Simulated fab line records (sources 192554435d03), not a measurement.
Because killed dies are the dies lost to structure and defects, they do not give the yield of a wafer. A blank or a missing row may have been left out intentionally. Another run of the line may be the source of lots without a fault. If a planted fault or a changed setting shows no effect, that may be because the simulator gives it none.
fab line records    flow n5-finfet
record lots=13  wafers=39  last-day=17
route steps=1938 shown BEOL_M5@1127 PASSIVATION@1936
lots that met no fault: taken from a fault-free run of the same line
start-h: hours from the record's first day to the start of the lot's first wafer shown    wait-h: how many hours have passed since the lot's step before this one    " same as the row above    L1.1+2: a single row standing in for several wafers    - no value, or no start was given    * or withheld: withheld    < > ~ a bound
route shown NAME@n: names a module that has steps shown in the file, with the first one's number in the route    usual: mean/standard deviation taken from wafers without a fault    same: alike in all rows    chamber/n: place in a boat    sites: the reading at each site    _std_site: their standard deviation    _edge_site: inner sites' mean taken away from outer sites' mean    radius-mm: for every site, how far away it sits from the centre of the wafer    mask NAME#n: copy n    behind: the most recent tool/chamber to have shaped the wafer    hold: reason for holding the lot/hours on hold/outcome of the hold    device: which transistor (n, p or np) failed to switch    end of line: at the end of the route, the tests of the same wafers    step lacking rows: just its recipe    killed: the dies lost at the first sort to structure and to defects; this is not the yield of the wafer    map: the dies of a wafer, with x for killed, . for not killed, _ for no die there
set.NAME: the setting as run; set.NAME@STEP: as run at that earlier step    model.NAME: the simulator's own value behind a step, which no gauge read
a sample of lots followed through the steps of the route, with each step as a table and each wafer as a row
services: a tool's chamber out of use, with start hour (start-h, from the record's first day; less than 0 if before it), hours out, and reason
## steps
# step N5_BEOL_M5_OVL_MEAS_12
# recipe points-per-wafer=522
# usual M5_OVL=-0.1/0.73
lot.wafer  tool        chamber  start-h  wait-h  M5_OVL[nm]
L200.4     overlay-02  0        173.56   0.0     -0.6
L200.5     "           0        "        "       -0.8
L200.6     "           0        "        "       -0.8
L203.1     overlay-02  0        182.26   0.0     0.0
L203.2     "           0        "        "       0.4
L203.6     "           0        "        "       0.0
L204.1     overlay-02  0        194.66   0.0     0.3
L204.3     "           0        "        "       0.9
L204.6     "           0        "        "       -0.4
L208.1     overlay-01  0        222.34   0.0     0.2
L208.4     "           0        "        "       0.2
L208.5     "           0        "        "       0.3
L210.1     overlay-02  0        232.08   0.0     0.7
L210.2     "           0        "        "       -1.1
L210.6     "           0        "        "       -0.9
L212.1     overlay-01  0        240.70   0.0     0.2
L212.2     "           0        "        "       1.8
L212.5     "           0        "        "       -0.6
L213.1     overlay-02  0        247.08   0.0     -0.2
L213.2     "           0        "        "       0.0
L213.3     "           0        "        "       -0.4
L214.1     overlay-01  0        249.45   0.0     0.9
L214.2     "           0        "        "       0.0
L214.6     "           0        "        "       1.2
L217.1     overlay-02  0        267.73   0.0     0.0
L217.2     "           0        "        "       -0.4
L217.3     "           0        "        "       -0.5
L215.1     overlay-01  0        271.44   0.0     -0.4
L215.2     "           0        "        "       1.0
L215.4     "           0        "        "       0.0
L216.3     overlay-01  0        272.64   0.0     1.2
L216.5     "           0        "        "       -0.9
L216.6     "           0        "        "       -0.5
L219.2     overlay-01  0        273.54   0.0     -0.2
L219.3     "           0        "        "       -0.1
L219.4     "           0        "        "       0.3
L221.1     overlay-01  0        299.69   0.0     0.6
L221.4     "           0        "        "       0.4
L221.5     "           0        "        "       0.5
# step N5_BEOL_M5_COAT_66
# recipe resist=SiARC  temp-c=220  time-s=60  spin-rpm=1500  resist-thk-nm=12
# usual spin-speed-rpm=1500.1/1
lot.wafer  tool            chamber  start-h  wait-h  spin-speed-rpm
L200.4     litho-track-02  0        174.16   -       1500.0
L200.5     "               0        "        "       1500.0
L200.6     "               0        "        "       1500.5
L203.1     litho-track-03  0        183.89   -       1499.9
L203.2     "               0        "        "       1499.2
L203.6     "               0        "        "       1500.5
L204.1     litho-track-03  0        195.39   -       1501.4
L204.3     "               0        "        "       1499.6
L204.6     "               0        "        "       1499.4
L208.1     litho-track-03  0        223.76   -       1426.2
L208.4     "               0        "        "       1425.2
L208.5     "               0        "        "       1424.9
L210.1     litho-track-03  0        232.86   -       1426.1
L210.2     "               0        "        "       1425.2
L210.6     "               0        "        "       1424.5
L212.1     litho-track-01  0        241.26   -       1499.6
L212.2     "               0        "        "       1500.2
L212.5     "               0        "        "       1500.0
L213.1     litho-track-01  0        248.41   -       1498.8
L213.2     "               0        "        "       1499.1
L213.3     "               0        "        "       1500.3
L214.1     litho-track-02  0        253.61   -       1499.4
L214.2     "               0        "        "       1497.7
L214.6     "               0        "        "       1498.7
L217.1     litho-track-02  0        269.15   -       1501.3
L217.2     "               0        "        "       1500.6
L217.3     "               0        "        "       1501.6
L215.1     litho-track-02  0        272.00   -       1498.3
L215.2     "               0        "        "       1499.7
L215.4     "               0        "        "       1500.3
L219.2     litho-track-01  0        275.36   -       1498.5
L219.3     "               0        "        "       1500.8
L219.4     "               0        "        "       1499.3
L216.3     litho-track-02  0        275.36   -       1500.0
L216.5     "               0        "        "       1498.7
L216.6     "               0        "        "       1498.5
L221.1     litho-track-01  0        300.68   -       1498.6
L221.4     "               0        "        "       1500.2
L221.5     "               0        "        "       1501.0
# step N5_BEOL_M5_OVL_MEAS_29
# recipe points-per-wafer=522
# usual V4_OVL=0.0/0.67
lot.wafer  tool        chamber  start-h  wait-h  V4_OVL[nm]
L200.4     overlay-01  0        174.53   0.0     0.0
L200.5     "           0        "        "       0.2
L200.6     "           0        "        "       0.2
L203.1     overlay-01  0        184.19   0.0     0.1
L203.2     "           0        "        "       -0.9
L203.6     "           0        "        "       -0.6
L204.1     overlay-01  0        195.70   0.0     -0.3
L204.3     "           0        "        "       0.1
L204.6     "           0        "        "       0.4
L208.1     overlay-01  0        224.27   0.0     0.3
L208.4     "           0        "        "       0.4
L208.5     "           0        "        "       0.1
L210.1     overlay-02  0        233.29   0.0     1.3
L210.2     "           0        "        "       0.5
L210.6     "           0        "        "       0.3
L212.1     overlay-02  0        241.56   0.0     0.0
L212.2     "           0        "        "       -0.6
L212.5     "           0        "        "       -0.6
L213.1     overlay-02  0        248.84   0.0     -0.2
L213.2     "           0        "        "       -1.0
L213.3     "           0        "        "       -0.7
L214.1     overlay-01  0        253.92   0.0     -0.6
L214.2     "           0        "        "       0.8
L214.6     "           0        "        "       1.5
L217.1     overlay-02  0        269.62   0.0     -0.5
L217.2     "           0        "        "       -1.0
L217.3     "           0        "        "       0.1
L215.1     overlay-01  0        272.43   0.0     0.4
L215.2     "           0        "        "       0.4
L215.4     "           0        "        "       -0.1
L219.2     overlay-01  0        275.82   0.1     1.0
L219.3     "           0        "        "       0.8
L219.4     "           0        "        "       -0.1
L216.3     overlay-01  0        276.01   0.1     -0.6
L216.5     "           0        "        "       -0.5
L216.6     "           0        "        "       -0.7
L221.1     overlay-01  0        301.11   0.0     -0.1
L221.4     "           0        "        "       0.9
L221.5     "           0        "        "       0.5
# step N5_BEOL_M5_INSPECT_30
# recipe mode=adi  inspect-instrument=brightfield
# usual raw-defect-count=418/90
lot.wafer  tool               chamber  start-h  wait-h  raw-defect-count
L200.4     defect-inspect-02  -        174.57   0.0     390
L200.5     "                  -        "        "       389
L200.6     "                  -        "        "       368
L203.1     defect-inspect-01  -        184.25   0.1     392
L203.2     "                  -        "        "       456
L203.6     "                  -        "        "       319
L204.1     defect-inspect-01  -        195.75   0.1     490
L204.3     "                  -        "        "       538
L204.6     "                  -        "        "       657
L208.1     defect-inspect-02  -        224.33   0.1     351
L208.4     "                  -        "        "       507
L208.5     "                  -        "        "       275
L210.1     defect-inspect-02  -        233.35   0.1     402
L210.2     "                  -        "        "       495
L210.6     "                  -        "        "       420
L212.1     defect-inspect-02  -        241.62   0.1     504
L212.2     "                  -        "        "       442
L212.5     "                  -        "        "       535
L213.1     defect-inspect-02  -        248.89   0.1     541
L213.2     "                  -        "        "       507
L213.3     "                  -        "        "       477
L214.1     defect-inspect-01  -        253.97   0.1     813
L214.2     "                  -        "        "       429
L214.6     "                  -        "        "       618
L217.1     defect-inspect-01  -        269.68   0.1     436
L217.2     "                  -        "        "       403
L217.3     "                  -        "        "       458
L215.1     defect-inspect-01  -        272.49   0.1     420
L215.2     "                  -        "        "       406
L215.4     "                  -        "        "       477
L219.2     defect-inspect-02  -        275.87   0.0     340
L219.3     "                  -        "        "       271
L219.4     "                  -        "        "       247
L216.3     defect-inspect-02  -        276.06   0.0     315
L216.5     "                  -        "        "       537
L216.6     "                  -        "        "       386
L221.1     defect-inspect-02  -        301.17   0.1     516
L221.4     "                  -        "        "       511
L221.5     "                  -        "        "       392
# step N5_PASSIVATION_PROBE_49
# usual defect-limited-yield=91.3/1.3  killed_at_M0_to_M3=35/13  killed_at_M4_up=13/5.2  killed-at-contacts=12/6.2  killed-at-front-end=39/9.6  killed-at-other=3.1/2.6  killed-dies=102/16  killed-open=68/13  killed-short=33/6.9  sort_bin_5_function=5.1/0.87  sort_bin_6_memory=3.3/0.67  sort-n-pass=1078/16  sort-yield-pct=91.3/1.3
# same gross-dies=1180  killed-at-back-side=0  sort_bin_4_leakage[%]=0  sort_bin_8_speed[%]=0
lot.wafer  tool       chamber  start-h  wait-h  defect-limited-yield[%]  killed_at_M0_to_M3  killed_at_M4_up  killed-at-contacts  killed-at-front-end  killed-at-other  killed-dies  killed-open  killed-short  sort_bin_5_function[%]  sort_bin_6_memory[%]  sort-n-pass  sort-yield-pct[%]
L200.4     prober-01  -        276.79   0.2     91.9                     40                  14               12                  29                   1                96           65           29            5.3                     2.6                   1084         91.9
L200.5     prober-01  -        276.84   0.2     93.1                     17                  14               17                  33                   0                81           57           23            3.9                     2.7                   1099         93.1
L200.6     prober-01  -        276.89   0.3     94.7                     16                  9                8                   29                   0                62           43           18            3.1                     1.9                   1118         94.7
L203.1     prober-01  -        282.65   0.0     92.5                     35                  7                8                   34                   4                88           59           29            4.5                     2.9                   1092         92.5
L203.2     prober-01  -        282.70   0.1     92.5                     23                  16               2                   42                   5                88           49           39            4.6                     2.5                   1092         92.5
L203.6     prober-01  -        282.90   0.3     92.9                     34                  6                7                   35                   2                84           44           38            3.6                     3.2                   1096         92.9
L204.1     prober-01  -        290.57   0.0     92.2                     26                  16               20                  27                   3                92           59           31            4.2                     3.4                   1088         92.2
L204.3     prober-01  -        290.67   0.1     91.7                     31                  9                26                  32                   0                98           67           31            4.7                     3.3                   1082         91.7
L204.6     prober-01  -        290.82   0.3     91.4                     35                  12               22                  27                   5                101          69           31            5.4                     2.5                   1079         91.4
L208.1     prober-01  -        321.95   0.0     91.9                     33                  19               10                  30                   3                95           59           31            4.8                     2.7                   1085         91.9
L208.4     prober-01  -        322.10   0.2     94.1                     24                  19               4                   18                   5                70           41           23            3.4                     2.0                   1110         94.1
L208.5     prober-01  -        322.15   0.2     92.7                     27                  11               10                  35                   3                86           43           35            4.2                     2.7                   1094         92.7
L210.1     prober-01  -        330.14   0.0     90.5                     52                  16               9                   29                   6                112          79           33            6.4                     3.0                   1068         90.5
L210.2     prober-01  -        330.19   0.1     90.8                     55                  10               14                  29                   1                109          70           38            4.8                     4.2                   1071         90.8
L210.6     prober-01  -        330.39   0.3     87.1                     89                  12               15                  34                   2                152          102          50            7.9                     4.4                   1028         87.1
L213.1     prober-02  -        335.79   0.0     91.0                     35                  13               22                  31                   5                106          65           41            5.1                     3.6                   1074         91.0
L213.2     prober-02  -        335.84   0.1     91.7                     30                  17               7                   44                   0                98           53           41            5.0                     2.5                   1082         91.7
L213.3     prober-02  -        335.89   0.1     91.6                     31                  18               8                   41                   1                99           63           36            5.8                     2.5                   1081         91.6
L212.1     prober-01  -        341.81   0.0     92.2                     24                  14               6                   45                   3                92           52           40            4.4                     3.0                   1088         92.2
L212.2     prober-01  -        341.86   0.1     93.3                     25                  19               7                   27                   1                79           61           16            3.9                     2.5                   1101         93.3
L212.5     prober-01  -        342.01   0.2     92.5                     18                  19               9                   43                   0                89           60           28            4.2                     3.2                   1091         92.5
L214.1     prober-02  -        347.98   0.0     89.7                     34                  21               7                   56                   4                122          85           35            6.3                     3.7                   1058         89.7
L214.2     prober-02  -        348.03   0.1     91.4                     32                  8                10                  51                   0                101          65           35            5.4                     3.1                   1079         91.4
L214.6     prober-02  -        348.23   0.3     90.5                     36                  17               16                  41                   2                112          77           34            5.4                     3.7                   1068         90.5
L216.3     prober-01  -        373.42   0.1     89.4                     45                  17               19                  43                   1                125          83           41            6.3                     4.0                   1055         89.4
L216.5     prober-01  -        373.52   0.2     90.7                     43                  17               5                   43                   2                110          67           41            5.8                     3.2                   1070         90.7
L216.6     prober-01  -        373.57   0.3     90.4                     34                  11               12                  48                   8                113          72           39            5.4                     3.7                   1067         90.4
# killed by level:class
L200.4 BEOL_M0_SAQP:geometric-particle:short=10 MOL_CONTACT_COAG:geometric-particle:open=9 BEOL_M0_SAQP:geometric-particle:open=8 FIN_SAQP:geometric-particle:open=6 BEOL_M0:geometric-particle:open=6 BEOL_M4:geometric-particle:open=6 BEOL_M1:geometric-particle:open=4 BEOL_M2:geometric-particle:open=4
L200.5 MOL_CONTACT_COAG:geometric-particle:open=12 DUMMY_GATE:geometric-particle:open=7 STI_FIN_REVEAL:geometric-particle:open=6 BEOL_M1:geometric-particle:open=6 MOL_CONTACT_COAG:geometric-particle:short=5 GATE_CUT:geometric-particle:short=4 BEOL_M4:geometric-particle:open=4 STARTING-WAFER:geometric-particle:open=4
L200.6 FIN_SAQP:geometric-particle:open=8 MOL_CONTACT_COAG:geometric-particle:open=6 BEOL_M1:geometric-particle:open=6 BEOL_M2:geometric-particle:open=6 STI_FIN_REVEAL:geometric-particle:short=4 GATE_CUT:geometric-particle:short=4 FIN_SAQP:geometric-particle:short=3 BEOL_M6:geometric-particle:open=3
L203.1 BEOL_M0_SAQP:geometric-particle:short=13 BEOL_M0_SAQP:geometric-particle:open=10 FIN_SAQP:geometric-particle:open=7 MOL_CONTACT_COAG:geometric-particle:open=7 GATE_CUT:geometric-particle:open=6 FIN_SAQP:geometric-particle:short=5 BEOL_M3:geometric-particle:open=5 GATE_CUT:geometric-particle:short=4
L203.2 FIN_SAQP:geometric-particle:short=9 STI_FIN_REVEAL:geometric-particle:open=9 BEOL_M1:geometric-particle:open=8 BEOL_M0_SAQP:geometric-particle:open=6 FIN_SAQP:geometric-particle:open=5 STI_FIN_REVEAL:geometric-particle:short=5 BEOL_M5:geometric-particle:short=5 STARTING-WAFER:geometric-particle:open=4
L203.6 FIN_SAQP:geometric-particle:short=11 BEOL_M1:geometric-particle:open=9 BEOL_M0_SAQP:geometric-particle:short=9 BEOL_M0_SAQP:geometric-particle:open=7 STI_FIN_REVEAL:geometric-particle:open=6 MOL_CONTACT_COAG:geometric-particle:open=6 FIN_SAQP:geometric-particle:open=5 STARTING-WAFER:geometric-particle:short=4
L204.1 MOL_CONTACT_COAG:geometric-particle:open=15 BEOL_M1:geometric-particle:open=7 FIN_SAQP:geometric-particle:short=6 STARTING-WAFER:geometric-particle:open=6 MOL_CONTACT_COAG:geometric-particle:short=5 BEOL_M2:geometric-particle:open=5 BEOL_M0_SAQP:geometric-particle:open=4 BEOL_M4:geometric-particle:open=4
L204.3 MOL_CONTACT_COAG:geometric-particle:open=23 FIN_SAQP:geometric-particle:open=8 BEOL_M0_SAQP:geometric-particle:open=7 BEOL_M1:geometric-particle:open=6 FIN_SAQP:geometric-particle:short=5 BEOL_M0_SAQP:geometric-particle:short=5 BEOL_M2:geometric-particle:short=5 GATE_CUT:geometric-particle:short=4
L204.6 MOL_CONTACT_COAG:geometric-particle:open=19 BEOL_M0_SAQP:geometric-particle:open=8 BEOL_M4:geometric-particle:open=7 FIN_SAQP:geometric-particle:short=6 BEOL_M1:geometric-particle:open=5 BEOL_M1:geometric-particle:short=5 BEOL_M0_SAQP:geometric-particle:short=4 BEOL_M3:geometric-particle:open=4
L208.1 BEOL_M0_SAQP:geometric-particle:open=9 BEOL_M4:geometric-particle:open=7 MOL_CONTACT_COAG:geometric-particle:open=6 BEOL_M0_SAQP:geometric-particle:short=6 BEOL_M2:geometric-particle:open=6 BEOL_M5:geometric-particle:open=6 DUMMY_GATE:geometric-particle:open=4 ILD0:geometric-particle:open=4
L208.4 FIN_SAQP:geometric-particle:open=7 BEOL_M4:geometric-particle:open=6 BEOL_M0_SAQP:geometric-particle:open=5 BEOL_M1:interface-void-opened=5 FIN_SAQP:geometric-particle:short=4 MOL_CONTACT_COAG:geometric-particle:open=4 BEOL_M4:geometric-particle:short=4 BEOL_M0_SAQP:geometric-particle:short=3
L208.5 BEOL_M1:interface-void-opened=8 BEOL_M0_SAQP:geometric-particle:open=8 MOL_CONTACT_COAG:geometric-particle:short=6 FIN_SAQP:geometric-particle:short=5 DUMMY_GATE:geometric-particle:open=5 BEOL_M0_SAQP:geometric-particle:short=5 FIN_SAQP:geometric-particle:open=4 GATE_CUT:geometric-particle:short=4
L210.1 BEOL_M0_SAQP:geometric-particle:open=14 BEOL_M4:geometric-particle:open=9 BEOL_M0_SAQP:geometric-particle:short=8 MOL_CONTACT_COAG:geometric-particle:open=7 FIN_SAQP:geometric-particle:open=6 STI_FIN_REVEAL:geometric-particle:open=6 DUMMY_GATE:geometric-particle:open=6 BEOL_M0:geometric-particle:open=6
L210.2 BEOL_M1:geometric-particle:open=18 BEOL_M2:geometric-particle:open=11 MOL_CONTACT_COAG:geometric-particle:open=9 BEOL_M0_SAQP:geometric-particle:open=9 BEOL_M0_SAQP:geometric-particle:short=8 FIN_SAQP:geometric-particle:short=6 MOL_CONTACT_COAG:geometric-particle:short=5 FIN_SAQP:geometric-particle:open=4
L210.6 BEOL_M0_SAQP:geometric-particle:open=26 BEOL_M0_SAQP:geometric-particle:short=25 MOL_CONTACT_COAG:geometric-particle:open=12 BEOL_M1:geometric-particle:open=11 STI_FIN_REVEAL:geometric-particle:open=10 BEOL_M2:geometric-particle:open=9 BEOL_M3:geometric-particle:open=9 FIN_SAQP:geometric-particle:short=6
L213.1 MOL_CONTACT_COAG:geometric-particle:open=12 MOL_CONTACT_COAG:geometric-particle:short=10 FIN_SAQP:geometric-particle:short=7 BEOL_M3:geometric-particle:open=6 STI_FIN_REVEAL:geometric-particle:open=5 BEOL_M0_SAQP:geometric-particle:short=5 BEOL_M2:geometric-particle:open=5 BEOL_M4:geometric-particle:open=5
L213.2 FIN_SAQP:geometric-particle:short=12 BEOL_M0_SAQP:geometric-particle:short=11 BEOL_M4:geometric-particle:open=10 FIN_SAQP:geometric-particle:open=8 GATE_CUT:geometric-particle:short=6 MOL_CONTACT_COAG:geometric-particle:open=6 BEOL_M0_SAQP:geometric-particle:open=5 DUMMY_GATE:geometric-particle:open=4
L213.3 FIN_SAQP:geometric-particle:open=14 BEOL_M0_SAQP:geometric-particle:open=10 FIN_SAQP:geometric-particle:short=9 BEOL_M0_SAQP:geometric-particle:short=8 STI_FIN_REVEAL:geometric-particle:open=6 BEOL_M4:geometric-particle:open=6 MOL_CONTACT_COAG:geometric-particle:open=5 BEOL_M3:geometric-particle:open=4
L212.1 FIN_SAQP:geometric-particle:short=13 STI_FIN_REVEAL:geometric-particle:open=11 BEOL_M4:geometric-particle:open=9 BEOL_M0_SAQP:geometric-particle:short=8 MOL_CONTACT_COAG:geometric-particle:open=5 FIN_SAQP:geometric-particle:open=4 BEOL_M0_SAQP:geometric-particle:open=4 GATE_CUT:geometric-particle:short=3
L212.2 BEOL_M2:geometric-particle:open=8 BEOL_M4:geometric-particle:open=7 MOL_CONTACT_COAG:geometric-particle:open=7 STI_FIN_REVEAL:geometric-particle:open=6 GATE_CUT:geometric-particle:short=6 BEOL_M3:geometric-particle:open=5 BEOL_M1:geometric-particle:open=5 DUMMY_GATE:geometric-particle:open=4
L212.5 STI_FIN_REVEAL:geometric-particle:open=11 MOL_CONTACT_COAG:geometric-particle:open=8 BEOL_M3:geometric-particle:open=7 BEOL_M4:geometric-particle:open=6 GATE_CUT:geometric-particle:short=6 FIN_SAQP:geometric-particle:short=5 DUMMY_GATE:geometric-particle:open=5 BEOL_M4:geometric-particle:short=5
L214.1 FIN_SAQP:geometric-particle:open=19 BEOL_M4:geometric-particle:open=14 STI_FIN_REVEAL:geometric-particle:open=13 BEOL_M0_SAQP:geometric-particle:open=11 FIN_SAQP:geometric-particle:short=10 BEOL_M3:geometric-particle:open=8 BEOL_M0_SAQP:geometric-particle:short=6 MOL_CONTACT_COAG:geometric-particle:open=5
L214.2 FIN_SAQP:geometric-particle:open=17 FIN_SAQP:geometric-particle:short=14 MOL_CONTACT_COAG:geometric-particle:open=8 BEOL_M0_SAQP:geometric-particle:open=7 BEOL_M3:geometric-particle:open=7 STI_FIN_REVEAL:geometric-particle:open=6 BEOL_M0_SAQP:geometric-particle:short=5 BEOL_M1:geometric-particle:open=5
L214.6 MOL_CONTACT_COAG:geometric-particle:open=13 FIN_SAQP:geometric-particle:open=11 FIN_SAQP:geometric-particle:short=9 BEOL_M0_SAQP:geometric-particle:open=7 STI_FIN_REVEAL:geometric-particle:open=7 BEOL_M0_SAQP:geometric-particle:short=7 BEOL_M1:geometric-particle:open=6 BEOL_M3:geometric-particle:open=6
L216.3 MOL_CONTACT_COAG:geometric-particle:open=14 STI_FIN_REVEAL:geometric-particle:open=13 BEOL_M2:geometric-particle:open=12 BEOL_M0_SAQP:geometric-particle:open=9 DUMMY_GATE:geometric-particle:open=8 BEOL_M0_SAQP:geometric-particle:short=8 FIN_SAQP:geometric-particle:short=5 MOL_CONTACT_COAG:geometric-particle:short=5
L216.5 BEOL_M0_SAQP:geometric-particle:short=11 BEOL_M2:geometric-particle:open=10 BEOL_M0_SAQP:geometric-particle:open=9 FIN_SAQP:geometric-particle:open=8 STI_FIN_REVEAL:geometric-particle:open=6 FIN_SAQP:geometric-particle:short=5 DUMMY_GATE:geometric-particle:open=5 BEOL_M4:geometric-particle:open=5
L216.6 FIN_SAQP:geometric-particle:open=11 BEOL_M2:geometric-particle:open=11 MOL_CONTACT_COAG:geometric-particle:open=9 STI_FIN_REVEAL:geometric-particle:open=8 GATE_CUT:geometric-particle:short=7 FIN_SAQP:geometric-particle:short=6 BEOL_M0_SAQP:geometric-particle:open=6 DUMMY_GATE:geometric-particle:open=5
## services
tool            chamber  start-h  hours  kind
litho-track-03  -        175.21   -      consumable-replace:filter
litho-track-02  -        272.13   -      consumable-replace:filter
## key
first-sign step=N5_BEOL_M5_COAT_66  reading=spin-speed-rpm  direction=down  sigmas=75  usual=*  struck=*
effect none on later readings
met-at N5_BEOL_M5_COAT_66
struck-lots L208,L210
not-acting-at N5_BEOL_M5_OVL_MEAS_12,N5_BEOL_M5_OVL_MEAS_29,N5_BEOL_M5_INSPECT_30
onset-between 195.39 223.76
earlier-fault kind=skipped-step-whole  tool=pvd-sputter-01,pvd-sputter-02  chamber=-  onset-h=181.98  steps=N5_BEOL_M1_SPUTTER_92  scope=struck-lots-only
fault kind=process-parameter-drift  tool=litho-track-03  chamber=-  onset-h=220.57  steps=N5_BEOL_M5_COAT_66  channel=spin-rpm  offset=*  shape=step  acts-in=*  stated=*
